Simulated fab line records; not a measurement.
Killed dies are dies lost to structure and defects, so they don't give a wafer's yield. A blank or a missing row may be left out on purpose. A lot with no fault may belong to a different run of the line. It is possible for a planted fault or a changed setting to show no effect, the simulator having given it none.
Matching of chambers / flow nand_harc / NHARC_A_CONTACT_ETCH_88 on rie_diel-13: 4 sister chambers
The step etches the open film in CF4, target depth 39 nm, time 65 s. 36 wafers are shown with their chamber, then 12 later ones without.

## WAFERS PAIRED WITH THEIR CHAMBERS
wafer=L076.1; chamber=2; showerhead_plenum_p_Torr (Torr)=1.68; drypump_motor_current_A (A)=6.0; oes_product_au (a.u.)=1.016
wafer=L076.3; chamber=0; showerhead_plenum_p_Torr (Torr)=1.77; drypump_motor_current_A (A)=5.5; oes_product_au (a.u.)=0.991
wafer=L076.6; chamber=2; showerhead_plenum_p_Torr (Torr)=1.68; drypump_motor_current_A (A)=6.0; oes_product_au (a.u.)=1.016
wafer=L074.1; chamber=0; showerhead_plenum_p_Torr (Torr)=1.77; drypump_motor_current_A (A)=5.6; oes_product_au (a.u.)=1.012
wafer=L074.3; chamber=1; showerhead_plenum_p_Torr (Torr)=1.80; drypump_motor_current_A (A)=5.2; oes_product_au (a.u.)=1.015
wafer=L074.6; chamber=3; showerhead_plenum_p_Torr (Torr)=1.83; drypump_motor_current_A (A)=6.2; oes_product_au (a.u.)=1.005
wafer=L075.3; chamber=1; showerhead_plenum_p_Torr (Torr)=1.80; drypump_motor_current_A (A)=5.2; oes_product_au (a.u.)=1.011
wafer=L075.4; chamber=2; showerhead_plenum_p_Torr (Torr)=1.68; drypump_motor_current_A (A)=6.0; oes_product_au (a.u.)=1.018
wafer=L075.5; chamber=0; showerhead_plenum_p_Torr (Torr)=1.77; drypump_motor_current_A (A)=5.6; oes_product_au (a.u.)=0.989
wafer=L078.1; chamber=1; showerhead_plenum_p_Torr (Torr)=1.79; drypump_motor_current_A (A)=5.2; oes_product_au (a.u.)=1.014
wafer=L078.3; chamber=0; showerhead_plenum_p_Torr (Torr)=1.77; drypump_motor_current_A (A)=5.6; oes_product_au (a.u.)=0.999
wafer=L078.5; chamber=0; showerhead_plenum_p_Torr (Torr)=1.77; drypump_motor_current_A (A)=5.6; oes_product_au (a.u.)=0.993
wafer=L079.2; chamber=2; showerhead_plenum_p_Torr (Torr)=1.68; drypump_motor_current_A (A)=6.0; oes_product_au (a.u.)=1.022
wafer=L079.3; chamber=1; showerhead_plenum_p_Torr (Torr)=1.79; drypump_motor_current_A (A)=5.3; oes_product_au (a.u.)=1.006
wafer=L079.4; chamber=3; showerhead_plenum_p_Torr (Torr)=1.83; drypump_motor_current_A (A)=6.2; oes_product_au (a.u.)=1.013
wafer=L080.1; chamber=2; showerhead_plenum_p_Torr (Torr)=1.68; drypump_motor_current_A (A)=6.0; oes_product_au (a.u.)=1.009
wafer=L080.4; chamber=0; showerhead_plenum_p_Torr (Torr)=1.77; drypump_motor_current_A (A)=5.6; oes_product_au (a.u.)=0.998
wafer=L080.5; chamber=3; showerhead_plenum_p_Torr (Torr)=1.83; drypump_motor_current_A (A)=6.2; oes_product_au (a.u.)=1.008
wafer=L082.3; chamber=0; showerhead_plenum_p_Torr (Torr)=1.77; drypump_motor_current_A (A)=5.5; oes_product_au (a.u.)=0.982
wafer=L082.5; chamber=3; showerhead_plenum_p_Torr (Torr)=1.83; drypump_motor_current_A (A)=6.2; oes_product_au (a.u.)=1.008
wafer=L082.6; chamber=2; showerhead_plenum_p_Torr (Torr)=1.68; drypump_motor_current_A (A)=6.0; oes_product_au (a.u.)=1.020
wafer=L084.1; chamber=0; showerhead_plenum_p_Torr (Torr)=1.77; drypump_motor_current_A (A)=5.5; oes_product_au (a.u.)=1.001
wafer=L084.3; chamber=1; showerhead_plenum_p_Torr (Torr)=1.79; drypump_motor_current_A (A)=5.2; oes_product_au (a.u.)=1.030
wafer=L084.6; chamber=1; showerhead_plenum_p_Torr (Torr)=1.79; drypump_motor_current_A (A)=5.2; oes_product_au (a.u.)=1.019
wafer=L081.4; chamber=0; showerhead_plenum_p_Torr (Torr)=1.77; drypump_motor_current_A (A)=5.6; oes_product_au (a.u.)=0.989
wafer=L081.5; chamber=3; showerhead_plenum_p_Torr (Torr)=1.83; drypump_motor_current_A (A)=6.2; oes_product_au (a.u.)=0.988
wafer=L081.6; chamber=0; showerhead_plenum_p_Torr (Torr)=1.77; drypump_motor_current_A (A)=5.6; oes_product_au (a.u.)=1.005
wafer=L086.2; chamber=2; showerhead_plenum_p_Torr (Torr)=1.68; drypump_motor_current_A (A)=6.0; oes_product_au (a.u.)=1.014
wafer=L086.3; chamber=1; showerhead_plenum_p_Torr (Torr)=1.79; drypump_motor_current_A (A)=5.2; oes_product_au (a.u.)=1.018
wafer=L086.4; chamber=3; showerhead_plenum_p_Torr (Torr)=1.83; drypump_motor_current_A (A)=6.2; oes_product_au (a.u.)=1.013
wafer=L089.1; chamber=2; showerhead_plenum_p_Torr (Torr)=1.68; drypump_motor_current_A (A)=6.0; oes_product_au (a.u.)=1.014
wafer=L089.2; chamber=0; showerhead_plenum_p_Torr (Torr)=1.76; drypump_motor_current_A (A)=5.6; oes_product_au (a.u.)=0.998
wafer=L089.5; chamber=3; showerhead_plenum_p_Torr (Torr)=1.83; drypump_motor_current_A (A)=6.2; oes_product_au (a.u.)=1.019
wafer=L088.1; chamber=0; showerhead_plenum_p_Torr (Torr)=1.76; drypump_motor_current_A (A)=5.6; oes_product_au (a.u.)=0.988
wafer=L088.2; chamber=1; showerhead_plenum_p_Torr (Torr)=1.79; drypump_motor_current_A (A)=5.2; oes_product_au (a.u.)=1.022
wafer=L088.6; chamber=0; showerhead_plenum_p_Torr (Torr)=1.76; drypump_motor_current_A (A)=5.6; oes_product_au (a.u.)=0.997

SIGNATURES (means of the wafers above)
reading=showerhead_plenum_p_Torr; chamber 0=1.7677; chamber 1=1.7925; chamber 2=1.6800; chamber 3=1.8300; scatter within a chamber=0.00345
reading=drypump_motor_current_A; chamber 0=5.577; chamber 1=5.213; chamber 2=6.000; chamber 3=6.200; scatter within a chamber=0.0315
reading=oes_product_au; chamber 0=0.99554; chamber 1=1.01687; chamber 2=1.01612; chamber 3=1.00771; scatter within a chamber=0.00756
Rule: a wafer lies at a distance from a chamber equal to the root of the sum of squares, over the readings, of (its reading less the chamber's mean, divided by the reading's scatter). If the next closest chamber is less than 2 further off than the closest, the wafer can't be placed; otherwise it belongs to the closest. How the scatter is found: for the shown wafers, subtract from each reading the mean of its chamber, square and add these, divide the total by (wafers less chambers), then take the root.

## WAFERS WHOSE CHAMBER IS MISSING
wafer=L091.3; showerhead_plenum_p_Torr (Torr)=1.82; drypump_motor_current_A (A)=6.2; oes_product_au (a.u.)=1.016
wafer=L091.4; showerhead_plenum_p_Torr (Torr)=1.76; drypump_motor_current_A (A)=5.6; oes_product_au (a.u.)=0.988
wafer=L091.5; showerhead_plenum_p_Torr (Torr)=1.76; drypump_motor_current_A (A)=5.5; oes_product_au (a.u.)=0.992
wafer=L092.2; showerhead_plenum_p_Torr (Torr)=1.76; drypump_motor_current_A (A)=5.6; oes_product_au (a.u.)=0.998
wafer=L092.3; showerhead_plenum_p_Torr (Torr)=1.68; drypump_motor_current_A (A)=6.0; oes_product_au (a.u.)=1.016
wafer=L092.5; showerhead_plenum_p_Torr (Torr)=1.68; drypump_motor_current_A (A)=6.0; oes_product_au (a.u.)=1.006
wafer=L093.4; showerhead_plenum_p_Torr (Torr)=1.79; drypump_motor_current_A (A)=5.2; oes_product_au (a.u.)=1.011
wafer=L093.5; showerhead_plenum_p_Torr (Torr)=1.68; drypump_motor_current_A (A)=6.1; oes_product_au (a.u.)=1.005
wafer=L093.6; showerhead_plenum_p_Torr (Torr)=1.82; drypump_motor_current_A (A)=6.2; oes_product_au (a.u.)=1.018
wafer=L097.1; showerhead_plenum_p_Torr (Torr)=1.76; drypump_motor_current_A (A)=5.6; oes_product_au (a.u.)=0.989
wafer=L097.2; showerhead_plenum_p_Torr (Torr)=1.82; drypump_motor_current_A (A)=6.2; oes_product_au (a.u.)=1.020
wafer=L097.6; showerhead_plenum_p_Torr (Torr)=1.76; drypump_motor_current_A (A)=5.6; oes_product_au (a.u.)=0.986

## WHICH CHAMBER EACH ONE RAN IN
wafer=L091.3; from the rows above=3; in truth=3
wafer=L091.4; from the rows above=0; in truth=0
wafer=L091.5; from the rows above=0; in truth=0
wafer=L092.2; from the rows above=0; in truth=0
wafer=L092.3; from the rows above=2; in truth=2
wafer=L092.5; from the rows above=2; in truth=2
wafer=L093.4; from the rows above=1; in truth=1
wafer=L093.5; from the rows above=2; in truth=2
wafer=L093.6; from the rows above=3; in truth=3
wafer=L097.1; from the rows above=0; in truth=0
wafer=L097.2; from the rows above=3; in truth=3
wafer=L097.6; from the rows above=0; in truth=0
Correctly placed: 12 of 12. From these rows, 0 cannot be placed. Number placed wrongly: 0.
